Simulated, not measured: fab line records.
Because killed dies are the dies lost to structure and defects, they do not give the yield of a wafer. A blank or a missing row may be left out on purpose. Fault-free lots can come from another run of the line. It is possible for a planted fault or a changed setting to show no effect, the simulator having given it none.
Chamber matching / flow nandHarc / NHARC_P_M2_CMP_23 on cmp-01 has 4 sister chambers
The step polishes, t overpolish 20 s, target thk 144.3 nm. 4 wafers are shown with their chamber, then 7 later ones without.

## EACH WAFER AND ITS CHAMBER
wafer=L085.5; chamber=1; motorCurrentA (A)=10.7
wafer=L087.6; chamber=0; motorCurrentA (A)=11.0
wafer=L089.1; chamber=3; motorCurrentA (A)=11.6
wafer=L089.4; chamber=2; motorCurrentA (A)=12.8

## WAFERS WITH NO CHAMBER GIVEN
wafer=L089.5; motorCurrentA (A)=11.2
wafer=L090.2; motorCurrentA (A)=11.3
wafer=L090.3; motorCurrentA (A)=11.4
wafer=L090.6; motorCurrentA (A)=11.5
wafer=L095.2; motorCurrentA (A)=10.5
wafer=L095.4; motorCurrentA (A)=12.7
wafer=L095.5; motorCurrentA (A)=10.5

## WHICH CHAMBER EACH WENT THROUGH
wafer=L089.5; from the rows above=can't be placed: 0 or 3 or 1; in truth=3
wafer=L090.2; from the rows above=can't be placed: 3 or 0 or 1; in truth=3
wafer=L090.3; from the rows above=can't be placed: 3 or 0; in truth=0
wafer=L090.6; from the rows above=3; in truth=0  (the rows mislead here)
wafer=L095.2; from the rows above=can't be placed: 1 or 0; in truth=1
wafer=L095.4; from the rows above=2; in truth=2
wafer=L095.5; from the rows above=can't be placed: 1 or 0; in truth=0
Placed correctly: 1 of 7. From these rows, 5 cannot be placed; in 5 the true chamber is one of the candidates. Number placed wrongly: 1.
How it was worked out, from the rows above alone: a wafer's distance from a chamber is the root of the sum, over the readings, of the square of ((its reading less the chamber's mean) divided by the reading's scatter). If the next closest chamber is less than 2 further off than the closest, the wafer can't be placed; otherwise it belongs to the closest. The mean given for a chamber averages the wafers shown for that chamber. The scatter: root of mean squared gap, hidden wafer to nearest shown wafer, with one shown wafer a chamber.
